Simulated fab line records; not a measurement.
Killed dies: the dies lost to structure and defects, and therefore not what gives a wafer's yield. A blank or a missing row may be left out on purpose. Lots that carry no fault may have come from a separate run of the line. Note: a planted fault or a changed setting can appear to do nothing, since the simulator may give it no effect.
Chamber matching    flow nand_harc    NHARC_A_CONTACT_ALD_18 on ald_metal-03: 4 sister chambers
The step deposits TiN, target thk 3 nm, pulse time 1 s, ald cycles 150. 18 wafers are shown with their chamber, then 9 later ones without.

## WAFERS PAIRED WITH THEIR CHAMBERS
wafer   chamber  heater_power_outer_w (W)  heater_power_w (W)  precursor_pulse_height_rel
L075.3  1        550                       916                 0.997
L075.4  0        697                       1060                1.015
L075.6  3        660                       1137                1.002
L078.1  0        698                       1099                0.969
L078.2  3        654                       1135                1.030
L078.6  3        671                       1120                1.018
L080.1  1        576                       961                 0.997
L080.2  2        691                       1116                0.994
L080.4  3        663                       1109                0.997
L084.3  0        710                       1129                1.013
L084.5  3        668                       1115                1.004
L084.6  1        570                       935                 1.018
L086.4  0        738                       1118                1.054
L086.5  1        583                       928                 0.979
L086.6  3        666                       1123                1.016
L088.1  3        669                       1135                1.010
L088.2  1        570                       945                 1.008
L088.3  2        688                       1102                0.993

SIGNATURES (means of the wafers above)
reading                     chamber 0  chamber 1  chamber 2  chamber 3  scatter within a chamber
heater_power_outer_w        710.75     569.80     689.50     664.43     11.7
heater_power_w              1101.50    937.00     1109.00    1124.86    18.4
precursor_pulse_height_rel  1.01275    0.99980    0.99350    1.01100    0.0193
Rule: for each reading, subtract the chamber's mean from the wafer's reading, divide by that reading's scatter and square the result; add these up over the readings and take the root, which gives the wafer's distance from the chamber. The wafer belongs to the nearest chamber; if the next one is less than 2 further off, it can't be placed. The scatter is the square root of a quotient: the sum, over the shown wafers, of each reading's squared deviation from its chamber's mean, divided by wafers minus chambers.

## WAFERS MISSING THEIR CHAMBER
wafer   heater_power_outer_w (W)  heater_power_w (W)  precursor_pulse_height_rel
L089.3  576                       985                 0.999
L089.5  699                       1134                1.021
L089.6  662                       1113                0.998
L090.3  566                       968                 1.045
L090.4  690                       1127                1.006
L090.6  738                       1122                1.022
L095.4  587                       943                 1.016
L095.5  739                       1107                0.987
L095.6  570                       956                 0.951

## WHICH CHAMBER EACH WENT THROUGH
wafer   from the rows above           in truth
L089.3  1                             1
L089.5  can't be placed: 0 or 2 or 3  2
L089.6  can't be placed: 3 or 2       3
L090.3  1                             1
L090.4  can't be placed: 2 or 3 or 0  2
L090.6  can't be placed: 0 or 2       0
L095.4  1                             1
L095.5  can't be placed: 0 or 2       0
L095.6  1                             1
4 of 9 placed correctly. Can't be placed from these rows: 5 (the true chamber is among the candidates in 5). Number placed wrongly: 0.
